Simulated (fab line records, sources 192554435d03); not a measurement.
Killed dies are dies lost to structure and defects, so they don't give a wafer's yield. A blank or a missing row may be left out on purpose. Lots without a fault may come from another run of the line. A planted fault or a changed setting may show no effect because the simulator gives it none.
Chamber matching | flow n5_finfet | N5_BEOL_M13_ETCH_67 on rie_diel-05: 4 sister chambers
The step etches SiARC in CF4, target depth 143 nm, time 238.3 s. 4 wafers are shown with their chamber, then 7 later ones without.

WAFERS WITH THEIR CHAMBER
wafer  | chamber | throttle_valve_pct (%)
L087.5 | 1       | 15.99
L087.6 | 3       | 16.17
L091.1 | 2       | 15.30
L091.4 | 0       | 15.40

WAFERS WITHOUT THEIR CHAMBER
wafer  | throttle_valve_pct (%)
L091.5 | 15.28
L096.1 | 15.40
L096.3 | 15.28
L096.5 | 15.48
L095.3 | 15.41
L095.5 | 15.39
L095.6 | 15.49

WHICH CHAMBER EACH WENT THROUGH
wafer  | from the rows above     | in truth
L091.5 | 2                       | 2
L096.1 | 0                       | 0
L096.3 | 2                       | 2
L096.5 | 0                       | 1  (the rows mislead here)
L095.3 | 0                       | 0
L095.5 | can't be placed: 0 or 2 | 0
L095.6 | 0                       | 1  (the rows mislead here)
Placed correctly: 4 of 7. Can't be placed from these rows: 1 (the true chamber is among the candidates in 1). Placed wrongly: 2.
How it was worked out, from the rows above alone: a wafer's distance from a chamber is the root of the sum, over the readings, of the square of ((its reading less the chamber's mean) divided by the reading's scatter). The wafer belongs to the nearest chamber; if the next one is less than 2 further off, it can't be placed. A chamber's mean is the mean of its shown wafers. The scatter: with one shown wafer a chamber, the root of the mean of the squares of how far each hidden wafer lies from its nearest shown one.
